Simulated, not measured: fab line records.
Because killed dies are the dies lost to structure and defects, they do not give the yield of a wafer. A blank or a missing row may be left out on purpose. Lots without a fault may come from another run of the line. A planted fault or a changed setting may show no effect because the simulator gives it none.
Struck lot and sound lot, side by side	flow n5 finfet	28 steps out of a route of 1938
Sound: wafers L662.1, L662.2, L662.3. Struck: wafer L671.3. (L671.1, L671.4 of the same lot were not struck and are left out.) The cause comes at the end.
At each step with rows: each side's tool, then ch and its chambers, then its first start. Under that, the readings that differ: sound wafers	struck wafers	difference of the means	sigmas: that difference in standard deviations of wafers without a fault.
alike: words and numbers the same on both sides, and readings whose means are apart by under 2 such deviations; not compared: readings that were withheld, readings missing a value for some wafer, numbers with overlapping values and no deviation given by the record, and bounds like >300 which may hide the same value.
The two part at a step that has a row with sigmas, a row that says differs or no value, or rows on one side only. Non-overlapping numbers with no deviation appear without sigmas and do not part them. Lack of a reading on every wafer of one side parts them only where that side has two or more wafers.

N5_STI_FIN_REVEAL_ALD_14: deposits Si3N4, target thk 3 nm.
  sound on ald sin-01 ch 0,1,3, day 3 09:50; struck on ald sin-03 ch 2, day 5 15:02
  alike: heater power outer w, heater power w
then, 3 steps without rows for these wafers: N5_STI_FIN_REVEAL_FCVD_FILL_01 (material SiO2 flowable, target thk 312 nm, time 512.2 s); N5_STI_FIN_REVEAL_DENSIFY_02 (time 1800 s); N5_STI_FIN_REVEAL_CMP_04 (polishes, stops on Si3N4, t overpolish 4 s, target thk 131.83 nm).
N5_STI_FIN_REVEAL_THK_MEAS_05:
  sound: film metro-01 at day 3 15:10; struck: film metro-02 at day 5 20:28
  alike: thk nm
N5_STI_FIN_REVEAL_DENSIFY_30:
  sound on rtp anneal-01 ch 0, day 3 15:12; struck on rtp anneal-01 ch 0, day 5 20:32
  alike: lamp power pct
  not compared: wafer_temp_C_max
N5_STI_FIN_REVEAL_ETCHBACK_08: etches SiO2 in C4F6/O2, target depth 30.5 nm, time 10.167 s.
  sound on rie diel-03 ch 1,2,3, day 3 15:25; struck on rie diel-03 ch 1, day 5 20:49
  alike: bias w, chamber pressure mTorr, drypump motor current A, oes_ar_750_au, oes_f_703_au, oes product au, rf vpp V, showerhead plenum p Torr, throttle valve pct
  not compared: rf hours counter h
then, 5 steps without rows for these wafers: N5_STI_FIN_REVEAL_STRIP_24 (strips in N2/H2, time 90 s); N5_STI_FIN_REVEAL_PRECLEAN_25 (cleans in SPM, time 90 s); N5_STI_FIN_REVEAL_PRECLEAN_26 (cleans in SC1, time 45 s); N5_STI_FIN_REVEAL_PRECLEAN_29 (cleans in DHF, time 30 s); N5_STI_FIN_REVEAL_SRD_12 (time 30 s).
N5_STI_FIN_REVEAL_RECESS_09: chemistry HF/NH3, target SiO2, afs cycles 11, target depth 42.5 nm, sublimation time 60 s.
  sound on vapor etch-01 ch 0,1, day 3 15:40; struck on vapor etch-02 ch 1, day 5 21:04
reading	sound	struck	difference	sigmas
model.etch.depth nm (nm)	42.34 42.34 42.34	62.95	+20.61	
model.SiNx_of_FIN_SAQP_HM_DEP_03.thk nm (nm)	18.8 19 18.4	16.6	-2.1	
  alike: drypump motor current A
then, 2 steps without rows for these wafers: N5_STI_FIN_REVEAL_STRIP_16 (strips SiNx in H3PO4, target depth 23.8 nm); N5_STI_FIN_REVEAL_PRECLEAN_17 (cleans in NF3:NH3, afs cycles 1, time 20 s, sublimation time 60 s).
N5_STI_FIN_REVEAL_ETCH_34: etches Si in H2, material Si, target depth 0.97 nm.
  sound on rie si-06 ch 0,1,3, day 3 17:45; struck on rie si-01 ch 1, day 5 23:09
reading	sound	struck	difference	sigmas
oes product au (a.u.)	1.012 1.004 1.051	0.983	-0.039	-2
rf hours counter h (h)	114 189 8	5	-99	
  alike: chamber pressure mTorr, drypump motor current A, he backside leak sccm, throttle valve pct
then, 4 steps without rows for these wafers: N5_STI_FIN_REVEAL_OXIDATION_31 (chemistry O2 PLASMA REMOTE, time 20 s); N5_STI_FIN_REVEAL_PRECLEAN_32 (cleans in NF3:NH3, afs cycles 1, time 20 s, sublimation time 60 s); N5_STI_FIN_REVEAL_STRIP_35 (strips Si3N4 in H3PO4, target depth 4 nm, time 39 s); N5_STI_FIN_REVEAL_SRD_21 (time 30 s).
N5_STI_FIN_REVEAL_OXIDATION_33: chemistry O2 PLASMA REMOTE, time 20 s.
  sound on plasma asher-01 ch 0,1, day 3 18:21; struck on plasma asher-01 ch 1, day 5 23:34
  alike: chamber pressure mTorr, drypump motor current A, heater power w
  not compared: rf hours counter h
then, 2 steps without rows for these wafers: N5_STI_FIN_REVEAL_CLEAN_19 (cleans in O3/DIW, time 120 s); N5_STI_FIN_REVEAL_SRD_23 (time 30 s).
N5_STI_FIN_REVEAL_CD_MEAS_22: target cd 6.238 nm, pitch 28 nm.
  sound: cd sem-03 at day 3 18:31; struck: cd sem-02 at day 5 23:44
  alike: cd nm
N5_STI_FIN_REVEAL_FIN_H_MEAS_10:
  sound: ocd-02 at day 3 18:33; struck: ocd-01 at day 5 23:46
reading	sound	struck	difference	sigmas
trench depth nm (nm)	51.2 51.6 51.6	72.0	+20.5	+24
then, 1 step without rows for these wafers: N5_STI_FIN_REVEAL_PRECLEAN_18 (cleans in SC2, time 45 s).
-- a jump in the record: the struck wafers' starts before and after are 9 days apart (it breaks off in module STI_FIN_REVEAL and resumes in module BEOL_M4, where the first step shown is number 1111 of the route) --
N5_BEOL_M4_RC_MEAS_101:
  sound on prober-02 ch 0, day 13 00:52; struck on prober-02 ch 0, day 15 11:40
  alike: DIBL_N, DIBL_P, IOFF_N, IOFF_P, ION_N, ION_P, SS_N, SS_P, VT_N, VT_P
-- the record jumps here: 5 days lie between the struck wafers' starts before and after (it left off in module BEOL_M4 and takes up again in module PASSIVATION, whose first step shown is number 1936 of the route) --
N5_PASSIVATION_PROBE_49:
  sound: prober-02 at day 18 02:38; struck: prober-02 at day 20 13:07
  alike: defect limited yield, killed_at_M0_to_M3, killed_at_M4_up, killed at contacts, killed at front end, killed at other, killed dies, killed open, killed short, sort_bin_5_function, sort_bin_6_memory, sort_bin_8_speed, sort n pass, sort yield pct

## WHERE THEY PART
First at N5_STI_FIN_REVEAL_ETCH_34; last, within this record, at N5_STI_FIN_REVEAL_FIN_H_MEAS_10. Later steps at which nothing parts them and some readings are alike: N5_BEOL_M4_RC_MEAS_101, N5_PASSIVATION_PROBE_49.

WHY: whatever the simulator had introduced
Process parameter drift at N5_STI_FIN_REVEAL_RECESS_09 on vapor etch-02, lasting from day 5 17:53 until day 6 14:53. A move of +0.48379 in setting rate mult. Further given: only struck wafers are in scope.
